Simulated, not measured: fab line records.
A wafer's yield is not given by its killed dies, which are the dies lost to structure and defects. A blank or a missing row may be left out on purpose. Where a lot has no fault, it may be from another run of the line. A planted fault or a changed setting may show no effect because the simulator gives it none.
What tool caused it? :: flow n5-finfet :: 10 lots with 27 wafers sampled at 6 steps, on a route of 1938 steps

## WHAT EACH GAUGE READ, for each wafer
Not one reading of a measure or inspect step in the record can be checked against a usual standard deviation.

## WHAT TOOL EACH LOT RAN ON (gives the tool, then ch and the chambers of the sampled wafers, and finally the start)
lot: L184
N5_FIN_SAQP_PECVD_48: pecvd-01 ch 0,2, day 1 22:49
N5_FIN_SAQP_SPACER1_ALD_24: ald-sin-03 ch 0,3, day 2 00:51
N5_FIN_SAQP_ETCH_57: rie-diel-02 ch 2, day 2 01:49
N5_FIN_SAQP_ETCH_65: rie-si-02 ch 2,3, day 2 01:58
N5_FIN_SAQP_STRIP_70: rie-diel-05 ch 2,3, day 2 02:49
N5_PASSIVATION_PROBE_49: -

lot: L190
N5_FIN_SAQP_PECVD_48: pecvd-02 ch 0,2, day 3 09:55
N5_FIN_SAQP_SPACER1_ALD_24: ald-sin-01 ch 1,2,3, day 3 11:59
N5_FIN_SAQP_ETCH_57: rie-diel-02 ch 0,1,3, day 3 12:58
N5_FIN_SAQP_ETCH_65: rie-si-02 ch 0,2, day 3 13:04
N5_FIN_SAQP_STRIP_70: rie-diel-05 ch 0,1, day 3 13:43
N5_PASSIVATION_PROBE_49: -

lot: L191
N5_FIN_SAQP_PECVD_48: pecvd-03 ch 1,2, day 3 14:49
N5_FIN_SAQP_SPACER1_ALD_24: ald-sin-03 ch 2,3, day 3 16:37
N5_FIN_SAQP_ETCH_57: rie-diel-02 ch 0,1,2, day 3 17:40
N5_FIN_SAQP_ETCH_65: rie-si-05 ch 0,2,3, day 3 17:47
N5_FIN_SAQP_STRIP_70: rie-diel-02 ch 1,3, day 3 18:32
N5_PASSIVATION_PROBE_49: -

lot: L193
N5_FIN_SAQP_PECVD_48: pecvd-01 ch 0,1, day 4 03:01
N5_FIN_SAQP_SPACER1_ALD_24: ald-sin-01 ch 2,3, day 4 04:51
N5_FIN_SAQP_ETCH_57: rie-diel-05 ch 0,1,2, day 4 05:49
N5_FIN_SAQP_ETCH_65: rie-si-02 ch 2,3, day 4 05:55
N5_FIN_SAQP_STRIP_70: rie-diel-02 ch 0,2,3, day 4 06:35
N5_PASSIVATION_PROBE_49: -

lot: L195
N5_FIN_SAQP_PECVD_48: pecvd-03 ch 0,1, day 4 15:19
N5_FIN_SAQP_SPACER1_ALD_24: ald-sin-04 ch 0,1, day 4 17:44
N5_FIN_SAQP_ETCH_57: rie-diel-02 ch 2,3, day 4 18:43
N5_FIN_SAQP_ETCH_65: rie-si-04 ch 0,1,3, day 4 18:49
N5_FIN_SAQP_STRIP_70: rie-diel-02 ch 0,1,2, day 4 19:29
N5_PASSIVATION_PROBE_49: prober-01, day 15 11:58

lot: L197
N5_FIN_SAQP_PECVD_48: pecvd-01 ch 0,1, day 5 02:49
N5_FIN_SAQP_SPACER1_ALD_24: ald-sin-03 ch 1,3, day 5 05:58
N5_FIN_SAQP_ETCH_57: rie-diel-06 ch 0,1, day 5 06:58
N5_FIN_SAQP_ETCH_65: rie-si-05 ch 1,2, day 5 07:05
N5_FIN_SAQP_STRIP_70: rie-diel-06 ch 1, day 5 07:52
N5_PASSIVATION_PROBE_49: -

lot: L202
N5_FIN_SAQP_PECVD_48: pecvd-01 ch 0,2, day 6 09:43
N5_FIN_SAQP_SPACER1_ALD_24: ald-sin-04 ch 2,3, day 6 11:41
N5_FIN_SAQP_ETCH_57: rie-diel-06 ch 0,2, day 6 12:40
N5_FIN_SAQP_ETCH_65: rie-si-04 ch 1,2, day 6 12:46
N5_FIN_SAQP_STRIP_70: rie-diel-05 ch 0,3, day 6 13:40
N5_PASSIVATION_PROBE_49: -

lot: L205
N5_FIN_SAQP_PECVD_48: pecvd-03 ch 0,2, day 7 03:37
N5_FIN_SAQP_SPACER1_ALD_24: ald-sin-04 ch 1,2,3, day 7 05:33
N5_FIN_SAQP_ETCH_57: rie-diel-02 ch 0,1,2, day 7 06:31
N5_FIN_SAQP_ETCH_65: rie-si-02 ch 0,1,3, day 7 06:37
N5_FIN_SAQP_STRIP_70: rie-diel-06 ch 2,3, day 7 07:25
N5_PASSIVATION_PROBE_49: -

lot: L206
N5_FIN_SAQP_PECVD_48: pecvd-03 ch 0,1,2, day 7 09:28
N5_FIN_SAQP_SPACER1_ALD_24: ald-sin-01 ch 1,2,3, day 7 11:27
N5_FIN_SAQP_ETCH_57: rie-diel-06 ch 0,2, day 7 12:28
N5_FIN_SAQP_ETCH_65: rie-si-05 ch 1,2,3, day 7 12:34
N5_FIN_SAQP_STRIP_70: rie-diel-05 ch 0,1,3, day 7 13:20
N5_PASSIVATION_PROBE_49: -

lot: L207
N5_FIN_SAQP_PECVD_48: pecvd-03 ch 1,2, day 7 14:34
N5_FIN_SAQP_SPACER1_ALD_24: ald-sin-03 ch 1,2,3, day 7 16:25
N5_FIN_SAQP_ETCH_57: rie-diel-05 ch 1,2, day 7 17:38
N5_FIN_SAQP_ETCH_65: rie-si-02 ch 2,3, day 7 17:45
N5_FIN_SAQP_STRIP_70: rie-diel-02 ch 2,3, day 7 18:28
N5_PASSIVATION_PROBE_49: -
- N5_FIN_SAQP_PECVD_48: deposits SiNx from SiH4/NH3/N2, target thk 25 nm, time 22.1 s.
- N5_FIN_SAQP_SPACER1_ALD_24: deposits SiO2, target thk 20.3 nm, pulse time 1 s, purge time 2 s.
- N5_FIN_SAQP_ETCH_57: etches SiNx in CH3F/O2, target depth 32.5 nm, time 46.4 s.
- N5_FIN_SAQP_ETCH_65: etches SiO2 in CF4, target depth 4 nm, time 4.4 s.
- N5_FIN_SAQP_STRIP_70: strips in N2/H2.
- N5_PASSIVATION_PROBE_49

## AS READ BY THE TOOLS THEMSELVES (means over the sampled wafers that have a number; for cases with no such wafer, the mark the record gives instead)
N5_FIN_SAQP_PECVD_48. Usual: heater-power-w 771 W, standard deviation 77; showerhead-plenum-p-Torr 5.19 Torr, standard deviation 0.089; throttle-valve-pct 39.1 %, standard deviation 2.3.
lot: L184
tool: pecvd-01
heater-power-w (W): 737
showerhead-plenum-p-Torr (Torr): 5.23
throttle-valve-pct (%): 38.0
flag: 

lot: L190
tool: pecvd-02
heater-power-w (W): 797
showerhead-plenum-p-Torr (Torr): 5.09
throttle-valve-pct (%): 39.8
flag: 

lot: L191
tool: pecvd-03
heater-power-w (W): 719
showerhead-plenum-p-Torr (Torr): 5.25
throttle-valve-pct (%): 37.7
flag: 

lot: L193
tool: pecvd-01
heater-power-w (W): 708
showerhead-plenum-p-Torr (Torr): 5.15
throttle-valve-pct (%): 41.5
flag: 

lot: L195
tool: pecvd-03
heater-power-w (W): 889
showerhead-plenum-p-Torr (Torr): 5.24
throttle-valve-pct (%): 38.0
flag: 

lot: L197
tool: pecvd-01
heater-power-w (W): 808
showerhead-plenum-p-Torr (Torr): 5.18
throttle-valve-pct (%): 42.5
flag: 

lot: L202
tool: pecvd-01
heater-power-w (W): 755
showerhead-plenum-p-Torr (Torr): 5.22
throttle-valve-pct (%): 38.4
flag: 

lot: L205
tool: pecvd-03
heater-power-w (W): 825
showerhead-plenum-p-Torr (Torr): 5.27
throttle-valve-pct (%): 38.0
flag: 

lot: L206
tool: pecvd-03
heater-power-w (W): 835
showerhead-plenum-p-Torr (Torr): 5.24
throttle-valve-pct (%): 37.9
flag: 

lot: L207
tool: pecvd-03
heater-power-w (W): 774
showerhead-plenum-p-Torr (Torr): 5.25
throttle-valve-pct (%): 38.2
flag: 

N5_FIN_SAQP_SPACER1_ALD_24. Usual: heater-power-w 471 W, standard deviation 44; precursor-pulse-height-rel 1.001, standard deviation 0.018.
lot: L184
tool: ald-sin-03
heater-power-w (W): 514
precursor-pulse-height-rel: 1.012
flag: 

lot: L190
tool: ald-sin-01
heater-power-w (W): 457
precursor-pulse-height-rel: 1.003
flag: 

lot: L191
tool: ald-sin-03
heater-power-w (W): 454
precursor-pulse-height-rel: 0.999
flag: 

lot: L193
tool: ald-sin-01
heater-power-w (W): 472
precursor-pulse-height-rel: 1.005
flag: 

lot: L195
tool: ald-sin-04
heater-power-w (W): 444
precursor-pulse-height-rel: 1.025
flag: 

lot: L197
tool: ald-sin-03
heater-power-w (W): 422
precursor-pulse-height-rel: 0.984
flag: 

lot: L202
tool: ald-sin-04
heater-power-w (W): 492
precursor-pulse-height-rel: 0.991
flag: 

lot: L205
tool: ald-sin-04
heater-power-w (W): 490
precursor-pulse-height-rel: 0.986
flag: 

lot: L206
tool: ald-sin-01
heater-power-w (W): 469
precursor-pulse-height-rel: 1.000
flag: 

lot: L207
tool: ald-sin-03
heater-power-w (W): 451
precursor-pulse-height-rel: 1.006
flag: 

N5_FIN_SAQP_ETCH_57. Usual: chamber-pressure-mTorr 30.000 mTorr, standard deviation 0.024; drypump-motor-current-A 5.8 A, standard deviation 0.59; etch-rf-on-time-s 46.0 s, standard deviation 1; oes-product-au 0.68 a.u., standard deviation 0.081; rf-vpp-V 295 V, standard deviation 5.1; showerhead-plenum-p-Torr 1.97 Torr, standard deviation 0.05; throttle-valve-pct 16.32 %, standard deviation 0.24.
lot: L184
tool: rie-diel-02
chamber-pressure-mTorr (mTorr): 29.977
drypump-motor-current-A (A): 6.2
etch-rf-on-time-s (s): 45.8
oes-product-au (a.u.): 0.73
rf-vpp-V (V): 288
showerhead-plenum-p-Torr (Torr): 1.97
throttle-valve-pct (%): 16.29
flag: 

lot: L190
tool: rie-diel-02
chamber-pressure-mTorr (mTorr): 29.983
drypump-motor-current-A (A): 5.5
etch-rf-on-time-s (s): 46.0
oes-product-au (a.u.): 0.68
rf-vpp-V (V): 297
showerhead-plenum-p-Torr (Torr): 1.98
throttle-valve-pct (%): 16.26
flag: 

lot: L191
tool: rie-diel-02
chamber-pressure-mTorr (mTorr): 29.998
drypump-motor-current-A (A): 5.6
etch-rf-on-time-s (s): 45.4
oes-product-au (a.u.): 0.71
rf-vpp-V (V): 293
showerhead-plenum-p-Torr (Torr): 1.97
throttle-valve-pct (%): 16.19
flag: 

lot: L193
tool: rie-diel-05
chamber-pressure-mTorr (mTorr): 29.986
drypump-motor-current-A (A): 6.3
etch-rf-on-time-s (s): 47.1
oes-product-au (a.u.): 0.71
rf-vpp-V (V): 299
showerhead-plenum-p-Torr (Torr): 1.96
throttle-valve-pct (%): 16.21
flag: 

lot: L195
tool: rie-diel-02
chamber-pressure-mTorr (mTorr): 29.993
drypump-motor-current-A (A): 6.1
etch-rf-on-time-s (s): 46.0
oes-product-au (a.u.): 0.68
rf-vpp-V (V): 292
showerhead-plenum-p-Torr (Torr): 1.97
throttle-valve-pct (%): 16.41
flag: 

lot: L197
tool: rie-diel-06
chamber-pressure-mTorr (mTorr): 29.997
drypump-motor-current-A (A): 5.4
etch-rf-on-time-s (s): 32.9
oes-product-au (a.u.): 0.60
rf-vpp-V (V): 292
showerhead-plenum-p-Torr (Torr): 1.90
throttle-valve-pct (%): 16.54
flag: OFF

lot: L202
tool: rie-diel-06
chamber-pressure-mTorr (mTorr): 29.988
drypump-motor-current-A (A): 5.6
etch-rf-on-time-s (s): 32.0
oes-product-au (a.u.): 0.72
rf-vpp-V (V): 290
showerhead-plenum-p-Torr (Torr): 1.94
throttle-valve-pct (%): 16.46
flag: OFF

lot: L205
tool: rie-diel-02
chamber-pressure-mTorr (mTorr): 30.000
drypump-motor-current-A (A): 5.6
etch-rf-on-time-s (s): 44.5
oes-product-au (a.u.): 0.74
rf-vpp-V (V): 292
showerhead-plenum-p-Torr (Torr): 1.96
throttle-valve-pct (%): 16.11
flag: 

lot: L206
tool: rie-diel-06
chamber-pressure-mTorr (mTorr): 29.991
drypump-motor-current-A (A): 5.8
etch-rf-on-time-s (s): 45.6
oes-product-au (a.u.): 0.74
rf-vpp-V (V): 290
showerhead-plenum-p-Torr (Torr): 1.95
throttle-valve-pct (%): 16.40
flag: 

lot: L207
tool: rie-diel-05
chamber-pressure-mTorr (mTorr): 29.997
drypump-motor-current-A (A): 6.5
etch-rf-on-time-s (s): 45.0
oes-product-au (a.u.): 0.67
rf-vpp-V (V): 302
showerhead-plenum-p-Torr (Torr): 1.97
throttle-valve-pct (%): 16.34
flag: 

N5_FIN_SAQP_ETCH_65. Usual: cf4-flow-sccm 80.03 sccm, standard deviation 0.25; chamber-pressure-mTorr 10.000 mTorr, standard deviation 0.0097; drypump-motor-current-A 5.9 A, standard deviation 0.37; oes-product-au 1.000 a.u., standard deviation 0.021; throttle-valve-pct 21.79 %, standard deviation 0.17.
lot: L184
tool: rie-si-02
cf4-flow-sccm (sccm): 79.93
chamber-pressure-mTorr (mTorr): 9.994
drypump-motor-current-A (A): 5.8
oes-product-au (a.u.): 0.994
throttle-valve-pct (%): 21.88
flag: 

lot: L190
tool: rie-si-02
cf4-flow-sccm (sccm): 80.12
chamber-pressure-mTorr (mTorr): 10.003
drypump-motor-current-A (A): 6.1
oes-product-au (a.u.): 1.014
throttle-valve-pct (%): 21.95
flag: 

lot: L191
tool: rie-si-05
cf4-flow-sccm (sccm): 79.72
chamber-pressure-mTorr (mTorr): 9.992
drypump-motor-current-A (A): 5.5
oes-product-au (a.u.): 1.001
throttle-valve-pct (%): 21.58
flag: 

lot: L193
tool: rie-si-02
cf4-flow-sccm (sccm): 79.85
chamber-pressure-mTorr (mTorr): 10.003
drypump-motor-current-A (A): 5.7
oes-product-au (a.u.): 0.989
throttle-valve-pct (%): 21.80
flag: 

lot: L195
tool: rie-si-04
cf4-flow-sccm (sccm): 80.33
chamber-pressure-mTorr (mTorr): 9.999
drypump-motor-current-A (A): 5.8
oes-product-au (a.u.): 0.998
throttle-valve-pct (%): 21.93
flag: 

lot: L197
tool: rie-si-05
cf4-flow-sccm (sccm): 79.85
chamber-pressure-mTorr (mTorr): 10.002
drypump-motor-current-A (A): 5.8
oes-product-au (a.u.): 1.030
throttle-valve-pct (%): 21.75
flag: 

lot: L202
tool: rie-si-04
cf4-flow-sccm (sccm): 80.24
chamber-pressure-mTorr (mTorr): 9.998
drypump-motor-current-A (A): 5.7
oes-product-au (a.u.): 1.022
throttle-valve-pct (%): 21.81
flag: 

lot: L205
tool: rie-si-02
cf4-flow-sccm (sccm): 80.12
chamber-pressure-mTorr (mTorr): 9.997
drypump-motor-current-A (A): 6.0
oes-product-au (a.u.): 0.984
throttle-valve-pct (%): 21.79
flag: 

lot: L206
tool: rie-si-05
cf4-flow-sccm (sccm): 80.28
chamber-pressure-mTorr (mTorr): 9.998
drypump-motor-current-A (A): 5.8
oes-product-au (a.u.): 1.010
throttle-valve-pct (%): 21.70
flag: 

lot: L207
tool: rie-si-02
cf4-flow-sccm (sccm): 79.78
chamber-pressure-mTorr (mTorr): 10.002
drypump-motor-current-A (A): 5.8
oes-product-au (a.u.): 1.010
throttle-valve-pct (%): 21.92
flag: 

N5_FIN_SAQP_STRIP_70. Usual: chamber-pressure-mTorr 50.00 mTorr, standard deviation 0.043; drypump-motor-current-A 5.9 A, standard deviation 0.59; oes-product-au 0.81 a.u., standard deviation 0.098; rf-vpp-V 121.7 V, standard deviation 0.93; showerhead-plenum-p-Torr 3.31 Torr, standard deviation 0.082; throttle-valve-pct 18.9 %, standard deviation 0.44.
lot: L184
tool: rie-diel-05
chamber-pressure-mTorr (mTorr): 49.95
drypump-motor-current-A (A): 5.8
oes-product-au (a.u.): 0.72
rf-vpp-V (V): 121.6
showerhead-plenum-p-Torr (Torr): 3.33
throttle-valve-pct (%): 19.0
flag: 

lot: L190
tool: rie-diel-05
chamber-pressure-mTorr (mTorr): 50.03
drypump-motor-current-A (A): 6.1
oes-product-au (a.u.): 0.86
rf-vpp-V (V): 121.4
showerhead-plenum-p-Torr (Torr): 3.28
throttle-valve-pct (%): 18.5
flag: 

lot: L191
tool: rie-diel-02
chamber-pressure-mTorr (mTorr): 50.03
drypump-motor-current-A (A): 5.8
oes-product-au (a.u.): 0.72
rf-vpp-V (V): 122.4
showerhead-plenum-p-Torr (Torr): 3.33
throttle-valve-pct (%): 19.1
flag: 

lot: L193
tool: rie-diel-02
chamber-pressure-mTorr (mTorr): 50.01
drypump-motor-current-A (A): 5.7
oes-product-au (a.u.): 0.83
rf-vpp-V (V): 121.5
showerhead-plenum-p-Torr (Torr): 3.32
throttle-valve-pct (%): 19.2
flag: 

lot: L195
tool: rie-diel-02
chamber-pressure-mTorr (mTorr): 49.97
drypump-motor-current-A (A): 5.6
oes-product-au (a.u.): 0.91
rf-vpp-V (V): 120.8
showerhead-plenum-p-Torr (Torr): 3.30
throttle-valve-pct (%): 18.8
flag: 

lot: L197
tool: rie-diel-06
chamber-pressure-mTorr (mTorr): 50.05
drypump-motor-current-A (A): 5.9
oes-product-au (a.u.): 0.69
rf-vpp-V (V): 121.8
showerhead-plenum-p-Torr (Torr): 3.16
throttle-valve-pct (%): 18.3
flag: 

lot: L202
tool: rie-diel-05
chamber-pressure-mTorr (mTorr): 50.02
drypump-motor-current-A (A): 5.5
oes-product-au (a.u.): 0.83
rf-vpp-V (V): 121.6
showerhead-plenum-p-Torr (Torr): 3.27
throttle-valve-pct (%): 18.6
flag: 

lot: L205
tool: rie-diel-06
chamber-pressure-mTorr (mTorr): 49.99
drypump-motor-current-A (A): 6.3
oes-product-au (a.u.): 0.88
rf-vpp-V (V): 122.1
showerhead-plenum-p-Torr (Torr): 3.37
throttle-valve-pct (%): 18.9
flag: 

lot: L206
tool: rie-diel-05
chamber-pressure-mTorr (mTorr): 50.02
drypump-motor-current-A (A): 5.8
oes-product-au (a.u.): 0.85
rf-vpp-V (V): 121.4
showerhead-plenum-p-Torr (Torr): 3.27
throttle-valve-pct (%): 18.5
flag: 

lot: L207
tool: rie-diel-02
chamber-pressure-mTorr (mTorr): 49.97
drypump-motor-current-A (A): 6.2
oes-product-au (a.u.): 0.77
rf-vpp-V (V): 122.1
showerhead-plenum-p-Torr (Torr): 3.29
throttle-valve-pct (%): 19.1
flag: 

N5_PASSIVATION_PROBE_49. Usual: killed_at_M0_to_M3 36, standard deviation 10; killed_at_M4_up 13, standard deviation 5.5; killed-at-contacts 12, standard deviation 5.6; killed-at-front-end 42, standard deviation 12; killed-at-other 4, standard deviation 3.2; killed-dies 108, standard deviation 18; killed-open 71, standard deviation 13; killed-short 34, standard deviation 7.8.
lot: L195
tool: prober-01
killed_at_M0_to_M3: 30
killed_at_M4_up: 13
killed-at-contacts: 16
killed-at-front-end: 33
killed-at-other: 5
killed-dies: 97
killed-open: 64
killed-short: 31
flag: 

## THE ANSWER, worked out from the rows above alone
Rule: lot off if the mean of its wafers having a number is beyond 3 standard deviations from the usual mean. A lot without any number at a reading at which 4 lots or more have one is off too. All remaining lots with rows at the step are treated as sound. After the gauges, taken in route order, come the tools' own readings; for these a lot's mean is taken, as printed above. At the first step where some lot is off, the reading lying furthest off is the one used; lots without a number count as furthest.
Off, at N5_FIN_SAQP_ETCH_57 on etch-rf-on-time-s: L197, L202.
A tool fits if, at that step or a process step before it, it ran every lot that is off, and no sound lot after the first of them. One candidate fits, namely pecvd-01 at N5_FIN_SAQP_PECVD_48. A fault onset in the window from L193 (day 4 03:01, its last sound lot) to L197 (day 5 02:49, its first lot off) fits.

## WHAT HAD BEEN PUT IN BY THE SIMULATOR
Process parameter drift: pecvd-01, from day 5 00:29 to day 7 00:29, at N5_FIN_SAQP_PECVD_48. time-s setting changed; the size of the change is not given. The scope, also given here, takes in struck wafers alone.
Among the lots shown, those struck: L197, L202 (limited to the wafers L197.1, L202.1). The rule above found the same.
